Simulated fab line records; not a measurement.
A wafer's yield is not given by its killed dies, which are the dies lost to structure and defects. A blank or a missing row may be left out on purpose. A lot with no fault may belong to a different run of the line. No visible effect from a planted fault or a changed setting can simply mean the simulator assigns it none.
The tool behind it: which one? ; flow nandHarc ; Sampling: 24 lots, 72 wafers, 5 of 1159 route steps

WHAT THE GAUGES SHOWED, per wafer
NHARC_A_WL_FILL_INSPECT_15. Usual: rawDefectCount 409, standard deviation 140.
lot;measured;on;rawDefectCount;flag
L077;day 16 08:50;defectInspect-01;227 416 310;
L074;day 16 10:37;defectInspect-01;326 284 207;
L075;day 16 13:09;defectInspect-01;499 508 266;
L079;day 16 15:20;defectInspect-01;377 342 261;
L076;day 16 17:24;defectInspect-01;327 497 536;
L078;day 16 19:44;defectInspect-01;505 696 334;
L080;day 17 08:00;defectInspect-01;498 528 606;
L081;day 17 20:37;defectInspect-01;400 195 336;
L083;day 17 20:54;defectInspect-02;221 246 301;
L082;day 18 02:11;defectInspect-01;263 610 405;
L085;day 18 13:20;defectInspect-01;347 362 308;
L084;day 18 13:22;defectInspect-02;199 228 189;
L087;day 19 00:04;defectInspect-01;319 374 443;
L086;day 19 00:30;defectInspect-02;358 358 344;
L090;day 19 18:10;defectInspect-01;596 568 527;
L089;day 19 18:46;defectInspect-02;405 296 482;
L088;day 20 07:43;defectInspect-01;557 316 547;
L091;day 20 07:47;defectInspect-02;291 279 330;
L092;day 20 12:29;defectInspect-01;326 303 298;
L093;day 20 13:02;defectInspect-02;743 522 640;
L096;day 21 13:12;defectInspect-02;452 335 530;
L094;day 21 13:52;defectInspect-01;679 441 656;
L095;day 21 17:26;defectInspect-02;460 364 467;
L097;day 21 19:36;defectInspect-02;274 250 517;

NHARC_A_CONTACT_INSPECT_10. Usual: rawDefectCount 27, standard deviation 14.
lot;measured;on;rawDefectCount;flag
L077;day 17 07:16;defectInspect-01;34 22 28;
L074;day 17 11:44;defectInspect-01;23 40 29;
L075;day 17 12:58;defectInspect-01;25 21 26;
L079;day 17 15:32;defectInspect-01;15 21 23;
L076;day 17 16:04;defectInspect-01;16 12 11;
L078;day 17 16:45;defectInspect-02;12 19 25;
L080;day 18 04:10;defectInspect-02;34 26 27;
L081;day 18 14:58;defectInspect-02;33 36 34;
L083;day 18 15:25;defectInspect-02;19 20 22;
L082;day 18 21:28;defectInspect-01;15 12 15;
L085;day 19 08:32;defectInspect-01;21 11 24;
L084;day 19 10:15;defectInspect-02;24 24 23;
L087;day 19 20:10;defectInspect-02;42 46 44;
L086;day 19 20:20;defectInspect-01;8 6 9;
L090;day 20 14:47;defectInspect-01;38 24 35;
L089;day 20 16:17;defectInspect-01;33 40 33;
L088;day 21 01:49;defectInspect-02;11 15 20;
L091;day 21 02:56;defectInspect-02;13 9 17;
L092;day 21 08:30;defectInspect-01;68 56 60;
L093;day 21 06:58;defectInspect-01;66 52 70;
L096;day 22 08:08;defectInspect-02;37 44 57;
L094;day 22 08:46;defectInspect-02;14 19 14;
L095;day 22 11:02;defectInspect-02;44 42 41;
L097;day 22 13:40;defectInspect-01;27 28 19;

EACH LOT AND THE TOOL THAT RAN IT (in order: tool; ch and the chambers of the sampled wafers; start)
lot;NHARC_A_CONTACT_ETCH_116;NHARC_A_CONTACT_ETCH_125;NHARC_A_CONTACT_ETCH_130
L077;harCapEtch-03 ch 0,1, day 16 15:19;harCapEtch-03 ch 0,1, day 17 00:27;harCapEtch-03 ch 0,1, day 17 01:09
L074;harCapEtch-01 ch 0,1, day 16 19:19;harCapEtch-01 ch 0,1, day 17 06:09;harCapEtch-01 ch 0,1, day 17 06:52
L075;harCapEtch-02 ch 1, day 16 21:46;harCapEtch-03 ch 1, day 17 07:13;harCapEtch-03 ch 1, day 17 07:55
L079;harCapEtch-01 ch 0,1, day 16 23:14;harCapEtch-02 ch 0,1, day 17 08:20;harCapEtch-02 ch 0,1, day 17 09:02
L076;harCapEtch-01 ch 0,1, day 17 02:12;harCapEtch-03 ch 0,1, day 17 09:32;harCapEtch-03 ch 0,1, day 17 10:14
L078;harCapEtch-03 ch 1, day 17 04:35;harCapEtch-01 ch 0,1, day 17 11:14;harCapEtch-01 ch 0,1, day 17 11:57
L080;harCapEtch-03 ch 0,1, day 17 14:24;harCapEtch-02 ch 0,1, day 17 21:23;harCapEtch-02 ch 0,1, day 17 22:06
L081;harCapEtch-01 ch 0,1, day 18 02:19;harCapEtch-03 ch 0,1, day 18 09:05;harCapEtch-03 ch 0,1, day 18 09:47
L083;harCapEtch-03 ch 0,1, day 18 02:38;harCapEtch-02 ch 0,1, day 18 09:34;harCapEtch-02 ch 0,1, day 18 10:16
L082;harCapEtch-01 ch 0,1, day 18 07:41;harCapEtch-01 ch 0,1, day 18 14:12;harCapEtch-01 ch 0,1, day 18 14:54
L085;harCapEtch-01 ch 0,1, day 18 19:16;harCapEtch-01 ch 1, day 19 02:10;harCapEtch-01 ch 1, day 19 03:07
L084;harCapEtch-03 ch 0, day 18 19:35;harCapEtch-03 ch 0,1, day 19 03:29;harCapEtch-03 ch 0,1, day 19 04:15
L087;harCapEtch-02 ch 0,1, day 19 05:41;harCapEtch-01 ch 0,1, day 19 13:25;harCapEtch-01 ch 0,1, day 19 14:22
L086;harCapEtch-01 ch 0,1, day 19 06:43;harCapEtch-03 ch 0,1, day 19 14:01;harCapEtch-03 ch 0,1, day 19 14:44
L090;harCapEtch-03 ch 0,1, day 20 01:53;harCapEtch-01 ch 0,1, day 20 09:52;harCapEtch-01 ch 0,1, day 20 10:35
L089;harCapEtch-02 ch 0,1, day 20 02:14;harCapEtch-03 ch 0,1, day 20 10:44;harCapEtch-03 ch 0,1, day 20 11:40
L088;harCapEtch-02 ch 0,1, day 20 13:30;harCapEtch-02 ch 0,1, day 20 20:41;harCapEtch-02 ch 0,1, day 20 21:24
L091;harCapEtch-01 ch 0,1, day 20 14:38;harCapEtch-01 ch 0,1, day 20 21:07;harCapEtch-01 ch 0,1, day 20 21:49
L092;harCapEtch-03 ch 0,1, day 20 19:44;harCapEtch-03 ch 0,1, day 21 03:34;harCapEtch-03 ch 0,1, day 21 04:17
L093;harCapEtch-01 ch 0,1, day 20 18:58;harCapEtch-03 ch 0,1, day 21 01:26;harCapEtch-03 ch 0,1, day 21 02:08
L096;harCapEtch-03 ch 0,1, day 21 18:56;harCapEtch-02 ch 0,1, day 22 01:16;harCapEtch-02 ch 0,1, day 22 01:58
L094;harCapEtch-02 ch 0,1, day 21 20:14;harCapEtch-01 ch 0,1, day 22 03:03;harCapEtch-01 ch 0,1, day 22 03:46
L095;harCapEtch-01 ch 0,1, day 21 23:28;harCapEtch-02 ch 0,1, day 22 05:53;harCapEtch-02 ch 0,1, day 22 06:35
L097;harCapEtch-03 ch 0,1, day 22 01:21;harCapEtch-02 ch 0,1, day 22 08:38;harCapEtch-02 ch 0,1, day 22 09:21
- NHARC_A_CONTACT_ETCH_116: etches the open film in C4F8/O2/Ar, time 94 s, target depth 922 nm.
- NHARC_A_CONTACT_ETCH_125: etches the open film in C4F8/O2/Ar, time 155 s, target depth 956 nm.
- NHARC_A_CONTACT_ETCH_130: etches the open film in C4F8/O2/Ar, time 155 s, target depth 956 nm.

AS READ BY THE TOOLS THEMSELVES (means over the sampled wafers that have a number; for cases with no such wafer, the mark the record gives instead)
NHARC_A_CONTACT_ETCH_116. Usual: chamberPressureMTorr 20.001 mTorr, standard deviation 0.018.
lot;tool;chamberPressureMTorr (mTorr);flag
L077;harCapEtch-03;20.001;
L074;harCapEtch-01;20.021;
L075;harCapEtch-02;20.006;
L079;harCapEtch-01;20.004;
L076;harCapEtch-01;19.995;
L078;harCapEtch-03;20.004;
L080;harCapEtch-03;19.996;
L081;harCapEtch-01;20.023;
L083;harCapEtch-03;19.974;
L082;harCapEtch-01;19.983;
L085;harCapEtch-01;19.994;
L084;harCapEtch-03;20.003;
L087;harCapEtch-02;20.006;
L086;harCapEtch-01;19.978;
L090;harCapEtch-03;19.994;
L089;harCapEtch-02;20.002;
L088;harCapEtch-02;19.991;
L091;harCapEtch-01;19.987;
L092;harCapEtch-03;20.001;
L093;harCapEtch-01;19.984;
L096;harCapEtch-03;19.986;
L094;harCapEtch-02;20.008;
L095;harCapEtch-01;20.003;
L097;harCapEtch-03;19.998;

NHARC_A_CONTACT_ETCH_125. Usual: chamberPressureMTorr 20.001 mTorr, standard deviation 0.018.
lot;tool;chamberPressureMTorr (mTorr);flag
L077;harCapEtch-03;20.006;
L074;harCapEtch-01;19.994;
L075;harCapEtch-03;19.998;
L079;harCapEtch-02;19.993;
L076;harCapEtch-03;20.012;
L078;harCapEtch-01;19.997;
L080;harCapEtch-02;20.008;
L081;harCapEtch-03;19.982;
L083;harCapEtch-02;20.004;
L082;harCapEtch-01;20.027;
L085;harCapEtch-01;20.001;
L084;harCapEtch-03;19.981;
L087;harCapEtch-01;19.993;
L086;harCapEtch-03;20.019;
L090;harCapEtch-01;20.012;
L089;harCapEtch-03;20.007;
L088;harCapEtch-02;19.993;
L091;harCapEtch-01;19.998;
L092;harCapEtch-03;20.005;
L093;harCapEtch-03;19.996;
L096;harCapEtch-02;20.026;
L094;harCapEtch-01;19.994;
L095;harCapEtch-02;20.003;
L097;harCapEtch-02;19.999;

NHARC_A_CONTACT_ETCH_130. Usual: chamberPressureMTorr 20.001 mTorr, standard deviation 0.018.
lot;tool;chamberPressureMTorr (mTorr);flag
L077;harCapEtch-03;20.004;
L074;harCapEtch-01;20.004;
L075;harCapEtch-03;20.010;
L079;harCapEtch-02;20.014;
L076;harCapEtch-03;19.985;
L078;harCapEtch-01;20.011;
L080;harCapEtch-02;20.002;
L081;harCapEtch-03;20.019;
L083;harCapEtch-02;19.991;
L082;harCapEtch-01;19.981;
L085;harCapEtch-01;20.003;
L084;harCapEtch-03;19.994;
L087;harCapEtch-01;19.999;
L086;harCapEtch-03;20.001;
L090;harCapEtch-01;19.989;
L089;harCapEtch-03;20.003;
L088;harCapEtch-02;19.999;
L091;harCapEtch-01;20.007;
L092;harCapEtch-03;20.004;
L093;harCapEtch-03;20.005;
L096;harCapEtch-02;19.999;
L094;harCapEtch-01;20.004;
L095;harCapEtch-02;20.003;
L097;harCapEtch-02;20.003;

THE ANSWER, worked out from the rows above alone
Rule: a lot counts as off when the mean over its wafers that have a number is more than 3 standard deviations away from the usual mean. A lot without any number at a reading at which 4 lots or more have one is off too. Any other lot the step has rows for is counted as sound. The gauges are gone through in route order, then the tools' own readings, and for those a lot's mean is taken as printed above. The first step at which some lot is off is used, and at that step the reading that is off furthest; a lot without a number counts as furthest.
Nothing can be told from this: no lot is off at any reading shown.

WHAT THE SIMULATOR HAD INSERTED
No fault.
